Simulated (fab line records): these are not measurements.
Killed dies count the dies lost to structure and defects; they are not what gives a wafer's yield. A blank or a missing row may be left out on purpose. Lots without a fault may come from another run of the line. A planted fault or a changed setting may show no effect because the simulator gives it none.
Which tool did it? -- flow n5Finfet -- 10 lots, 30 wafers sampled, at 6 steps of a route of 1938

== WHAT THE GAUGES SHOWED, per wafer ==
N5_BEOL_M4_RC_MEAS_101. Usual: DIBL_N 36.8 mV/V, standard deviation 1.9; DIBL_P 36.5 mV/V, standard deviation 2.1; IOFF_N 0.17 nA/um, standard deviation 0.038; IOFF_P 0.22 nA/um, standard deviation 0.039; ION_N 675 uA/um, standard deviation 12; ION_P 463 uA/um, standard deviation 7.4; SS_N 71.6 mV/dec, standard deviation 0.71; SS_P 73.4 mV/dec, standard deviation 0.72; VT_N 249 mV, standard deviation 3.3; VT_P -250 mV, standard deviation 3.3.
lot,measured,on,DIBL_N (mV/V),DIBL_P (mV/V),IOFF_N (nA/um),IOFF_P (nA/um),ION_N (uA/um),ION_P (uA/um),SS_N (mV/dec),SS_P (mV/dec),VT_N (mV),VT_P (mV),flag
L639,day 8 19:52,prober-01,35.5 37.5 36.2,34.9 37.1 35.7,0.16 0.19 0.16,0.21 0.25 0.21,679 686 690,461 467 466,71.2 71.8 71.1,73.1 72.9 73.1,246 245 247,-249 -244 -245,
L641,day 9 03:22,prober-01,34.4 33.6 34.9,35.3 34.6 35.1,0.14 0.13 0.15,0.19 0.18 0.19,671 657 670,453 455 455,70.9 71.0 70.8,73.0 72.9 73.9,250 252 253,-252 -251 -251,
L642,day 9 05:13,prober-01,34.9 35.7 32.1,33.1 34.4 30.7,0.12 0.13 0.10,0.15 0.16 0.13,653 665 645,449 455 447,71.0 71.1 70.5,72.1 72.6 72.0,254 255 255,-257 -255 -255,
L643,day 9 11:34,prober-02,40.9 39.9 36.8,40.5 40.0 35.5,0.23 0.24 0.16,0.29 0.31 0.21,690 705 678,470 486 468,72.9 72.0 70.9,75.1 74.4 73.7,247 241 249,-247 -244 -250,
L644,day 10 21:26,prober-02,33.6 36.5 37.0,33.0 35.9 37.0,0.12 0.16 0.17,0.16 0.20 0.21,654 667 657,458 456 452,70.5 71.6 71.3,72.4 73.9 74.4,253 250 249,-254 -252 -250,
L655,day 13 04:44,prober-02,36.2 38.4 34.2,35.5 37.3 32.5,0.13 0.16 0.11,0.18 0.20 0.14,676 667 673,461 454 456,71.8 72.5 71.4,73.3 73.9 72.3,253 252 254,-256 -251 -257,
L652,day 12 23:21,prober-01,39.0 34.7 41.0,37.3 34.8 40.3,0.23 0.14 0.31,0.27 0.23 0.33,668 682 682,461 480 470,73.2 70.9 72.9,73.8 73.4 75.1,247 251 242,-244 -248 -243,
L653,day 13 03:48,prober-01,36.7 36.0 33.4,37.7 37.0 34.2,0.18 0.17 0.13,0.24 0.23 0.19,675 665 660,467 461 458,72.2 72.5 71.2,73.5 73.2 72.3,247 248 250,-246 -248 -249,
L659,day 15 02:19,prober-01,36.0 39.1 37.1,36.2 39.6 37.7,0.15 0.19 0.17,0.20 0.25 0.24,674 679 675,460 459 464,71.2 72.2 72.1,72.9 74.1 73.0,249 246 249,-252 -249 -252,
L661,day 14 21:04,prober-01,36.3 36.0 35.1,35.6 34.3 33.1,0.14 0.12 0.12,0.21 0.19 0.18,661 661 654,463 462 457,71.8 70.5 70.5,72.3 72.2 72.3,252 254 254,-248 -251 -250,

== EACH LOT AND THE TOOL THAT RAN IT (in order: tool; ch and the chambers of the sampled wafers; start) ==
lot,N5_BEOL_M3_SPUTTER_90,N5_BEOL_M3_SPUTTER_92,N5_BEOL_M3_ECD_50,N5_BEOL_M3_CMP_52,N5_BEOL_M3_CO_CAP_55
L639,"pvdSputter-03, day 8 03:51","pvdSputter-03, day 8 04:04","ecdCu-02 ch 0,1, day 8 04:37","cmp-02 ch 0,3, day 8 05:01","cvdCo-02 ch 0,1, day 8 05:23"
L641,"pvdSputter-03, day 8 06:46","pvdSputter-03, day 8 06:59","ecdCu-02 ch 1, day 8 07:32","cmp-04 ch 1,2, day 8 07:55","cvdCo-02 ch 0,2, day 8 08:17"
L642,"pvdSputter-01, day 8 07:24","pvdSputter-01, day 8 07:37","ecdCu-02 ch 0,1, day 8 08:11","cmp-03 ch 0,2, day 8 08:35","cvdCo-01 ch 0,1,2, day 8 08:55"
L643,"pvdSputter-01, day 8 19:33","pvdSputter-01, day 8 19:46","ecdCu-01 ch 0,1, day 8 20:20","cmp-02 ch 0,1,2, day 8 20:43","cvdCo-01 ch 0,1, day 8 21:05"
L644,"pvdSputter-01, day 10 07:46","pvdSputter-01, day 10 07:59","ecdCu-01 ch 0,1, day 10 08:34","cmp-02 ch 1,2, day 10 08:55","cvdCo-01 ch 0,1, day 10 09:17"
L655,"pvdSputter-02, day 11 13:23","pvdSputter-02, day 11 13:37","ecdCu-01 ch 0,1, day 11 14:10","cmp-03 ch 0,2, day 11 14:35","cvdCo-01 ch 1,2, day 11 14:55"
L652,"pvdSputter-01, day 11 17:58","pvdSputter-01, day 11 18:11","ecdCu-02 ch 0,1, day 11 18:44","cmp-03 ch 0,2,3, day 11 19:07","cvdCo-01 ch 0,1, day 11 19:32"
L653,"pvdSputter-03, day 11 20:41","pvdSputter-03, day 11 20:55","ecdCu-02 ch 0, day 11 21:28","cmp-02 ch 1,2,3, day 11 21:59","cvdCo-01 ch 0,1,2, day 11 22:16"
L659,"pvdSputter-01, day 14 03:12","pvdSputter-01, day 14 03:25","ecdCu-01 ch 0,1, day 14 03:59","cmp-04 ch 0,1,2, day 14 04:44","cvdCo-01 ch 0,1,2, day 14 05:05"
L661,"pvdSputter-02, day 14 04:46","pvdSputter-02, day 14 04:59","ecdCu-01 ch 1, day 14 05:33","cmp-02 ch 0,1, day 14 05:58","cvdCo-01 ch 0,2, day 14 06:18"
- N5_BEOL_M3_SPUTTER_90: material Cu, target thk 4.5 nm, time 8.29 s.
- N5_BEOL_M3_SPUTTER_92: material Cu, target thk 4.5 nm, time 8.29 s.
- N5_BEOL_M3_ECD_50: material Cu, target thk 300 nm.
- N5_BEOL_M3_CMP_52: polishes, stops on SiOC, t overpolish 6.8 s, target thk 40 nm.
- N5_BEOL_M3_CO_CAP_55: material Co, precursor CCTBA/H2, target thk 2 nm, time 102.1 s.

== AS READ BY THE TOOLS THEMSELVES (means over the sampled wafers that have a number; for cases with no such wafer, the mark the record gives instead) ==
N5_BEOL_M3_SPUTTER_90. Usual: throttleValvePct reads 29.3 % (standard deviation 1.1).
lot,tool,throttleValvePct (%),flag
L639,pvdSputter-03,29.7,
L641,pvdSputter-03,29.5,
L642,pvdSputter-01,28.9,
L643,pvdSputter-01,29.2,
L644,pvdSputter-01,29.1,
L655,pvdSputter-02,28.4,
L652,pvdSputter-01,29.0,
L653,pvdSputter-03,29.9,
L659,pvdSputter-01,29.8,
L661,pvdSputter-02,29.6,

N5_BEOL_M3_SPUTTER_92. Usual: throttleValvePct reads 29.3 % (standard deviation 1.1).
lot,tool,throttleValvePct (%),flag
L639,pvdSputter-03,29.6,
L641,pvdSputter-03,29.4,
L642,pvdSputter-01,29.1,
L643,pvdSputter-01,29.2,
L644,pvdSputter-01,29.3,
L655,pvdSputter-02,28.5,
L652,pvdSputter-01,29.2,
L653,pvdSputter-03,30.0,
L659,pvdSputter-01,29.7,
L661,pvdSputter-02,29.7,

N5_BEOL_M3_CMP_52. Usual: edgeZonePressureFrac 1.000, standard deviation 0.0048; motorCurrentA 5.7 A, standard deviation 0.72; slurryFilterDpKPa 13.51 kPa, standard deviation 0.14; timeToEndpointS 63 s, standard deviation 3.5.
lot,tool,edgeZonePressureFrac,motorCurrentA (A),slurryFilterDpKPa (kPa),timeToEndpointS (s),flag
L639,cmp-02,0.995,6.1,13.53,60,
L641,cmp-04,0.997,6.5,13.48,64,
L642,cmp-03,1.001,5.8,13.47,64,
L643,cmp-02,1.002,5.1,13.43,58,
L644,cmp-02,1.002,4.9,13.48,61,
L655,cmp-03,1.000,5.7,13.58,65,
L652,cmp-03,0.997,5.8,13.35,59,
L653,cmp-02,0.999,5.5,13.54,59,
L659,cmp-04,1.004,5.9,13.40,61,
L661,cmp-02,0.999,5.7,13.59,64,

N5_BEOL_M3_CO_CAP_55. Usual: heaterPowerW reads 243 W (standard deviation 28).
lot,tool,heaterPowerW (W),flag
L639,cvdCo-02,275,
L641,cvdCo-02,238,
L642,cvdCo-01,230,
L643,cvdCo-01,245,
L644,cvdCo-01,246,
L655,cvdCo-01,214,
L652,cvdCo-01,244,
L653,cvdCo-01,233,
L659,cvdCo-01,228,
L661,cvdCo-01,211,

== THE ANSWER, worked out from the rows above alone ==
Rule: a lot is off if the mean of its wafers that have a number lies more than 3 standard deviations from the usual mean. A lot without any number at a reading at which 4 lots or more have one is off too. The other lots that the step has rows for count as sound. Order of review: gauges by route order, followed by the tools' own readings, for which a lot's mean as printed above is used. The first step at which some lot is off is used, and at that step the reading that is off furthest; a lot without a number counts as furthest.
Nothing can be told from this: no lot is off at any reading shown.

== WHAT THE SIMULATOR HAD PUT IN ==
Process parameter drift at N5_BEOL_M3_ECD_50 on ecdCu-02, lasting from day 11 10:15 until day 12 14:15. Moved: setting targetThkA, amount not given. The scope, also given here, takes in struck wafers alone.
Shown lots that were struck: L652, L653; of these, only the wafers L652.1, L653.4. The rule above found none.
